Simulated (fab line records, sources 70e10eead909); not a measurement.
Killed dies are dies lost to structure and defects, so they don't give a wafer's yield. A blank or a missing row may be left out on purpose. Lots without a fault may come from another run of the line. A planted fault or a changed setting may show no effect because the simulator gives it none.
A struck lot beside a sound one | flow nand_harc | 13 steps out of a route of 1302
Sound: wafers L546.1, L546.2, L546.4. Struck: wafers L542.2, L542.3, L542.5. The cause comes at the end.
At each step with rows: each side's tool, then ch and its chambers, then its first start. Under that, the readings that differ: sound wafers | struck wafers | difference of the means | sigmas: that difference in standard deviations of wafers without a fault.
alike: readings whose means differ by less than 2 such deviations, and words and numbers that are the same on both sides. not compared: withheld readings, readings that some wafer has no value for, bounds like >300 that may hide the same value, and numbers for which the record gives no deviation and whose values overlap.
The two part at a step that has a row with sigmas, a row that says differs or no value, or rows on one side only. Numbers that don't overlap but have no deviation are shown without sigmas and don't part them. A reading that every wafer of one side lacks parts them only if that side has two wafers or more.

NHARC_A_BLC_CVD_24: deposits W, target thk 150 nm, time 434 s.
  sound on cvd_w-02 ch 0,1; struck on cvd_w-02 ch 0,1
  alike: heater_power_outer_w, heater_power_w, throttle_valve_pct
NHARC_A_BLC_CMP_25: polishes, t overpolish 30 s, target thk 150 nm.
  sound on cmp-03 ch 0,1,3, day 28 00:59; struck on cmp-04 ch 0,1,3, day 25 18:47
  alike: motor_current_A, overpolish_run_s, time_to_endpoint_s
then, 1 step without rows for these wafers: NHARC_A_BLC_SRD_27.
NHARC_A_BLC_INSPECT_28:
  sound on defect_inspect-01, day 28 01:22; struck on defect_inspect-01, day 25 19:11
  reading          | sound       | struck      | difference | sigmas
  raw_defect_count | 462 439 575 | 657 848 651 | +227       | +2
then, 7 steps without rows for these wafers: NHARC_A_M0_DEP_00 (deposits SiOC, target thk 150 nm); NHARC_A_M0_DEHYDRATE_01 (time 120 s); NHARC_A_M0_HMDS_02 (time 30 s); NHARC_A_M0_COAT_33 (time 65 s); NHARC_A_M0_COAT_03 (resist thk 90 nm); NHARC_A_M0_SOFTBAKE_04 (time 55 s); NHARC_A_M0_EBR_05.
NHARC_A_M0_EXPOSE_06: exposes mask A M0, target cd 80 nm.
  sound on arfi_scanner-01 ch 0, day 28 02:08; struck on arfi_scanner-01, day 25 19:49
  no value came back on the struck wafers for exposure_dose_mJ_cm2, focus_offset_nm (nm); on the sound wafers exposure_dose_mJ_cm2 reads 83.17 83.17 83.22
  alike: mask
then, 1 step without rows for these wafers: NHARC_A_M0_PEB_07 (peb time 65 s).

WHERE THEY PART
First at NHARC_A_BLC_INSPECT_28; last, within this record, at NHARC_A_M0_EXPOSE_06.

WHY: what the simulator had put in
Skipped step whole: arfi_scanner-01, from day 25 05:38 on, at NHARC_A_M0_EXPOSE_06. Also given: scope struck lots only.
